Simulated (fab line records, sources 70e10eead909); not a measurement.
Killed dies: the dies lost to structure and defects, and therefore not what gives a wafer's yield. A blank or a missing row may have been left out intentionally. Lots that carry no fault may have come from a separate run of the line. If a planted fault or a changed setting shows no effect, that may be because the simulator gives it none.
Which tool is to blame?    flow nand_harc    12 lots, 36 wafers sampled, at 1 step of a route of 1159

## WHAT THE GAUGES SHOWED, per wafer
NHARC_P_M0_INSPECT_27.
lot   measured      on                 raw_defect_count
L077  day 6 17:28   defect_inspect-02  287 244 294
L078  day 6 21:09   defect_inspect-01  142 157 198
L079  day 7 12:11   defect_inspect-02  302 509 492
L081  day 7 16:04   defect_inspect-02  289 202 439
L083  day 8 09:46   defect_inspect-01  187 153 148
L086  day 9 02:52   defect_inspect-02  331 181 280
L085  day 9 12:44   defect_inspect-01  361 223 306
L089  day 9 18:38   defect_inspect-01  289 312 292
L091  day 10 01:46  defect_inspect-01  489 353 519
L092  day 10 11:57  defect_inspect-02  431 337 246
L096  day 11 04:44  defect_inspect-01  184 264 258
L097  day 12 04:19  defect_inspect-02  230 213 192

## TOOL THAT RAN EACH LOT (tool first, then ch and the chambers of the sampled wafers, then the start)
No process step before these readings appears in the record.

## THE ANSWER, worked out from the rows above alone
Rule: the usual values come from the lots themselves. Put in order of their means at a reading, lots are off if they are a third of the lots or fewer, leave a main group of 4 or more, and stand apart from it by a gap of 3 or more times the standard deviation of the main group's means; of several such gaps the widest counts. The tables above print the reading to a certain number of digits; a main group whose means all agree to those digits is not used. A lot without any number at a reading at which 4 lots or more have one is off too. Where the step has rows for the other lots, those lots are counted as sound.
No lot is off on any of the readings shown, so nothing can be concluded from this.

## WHAT WAS PUT IN BY THE SIMULATOR
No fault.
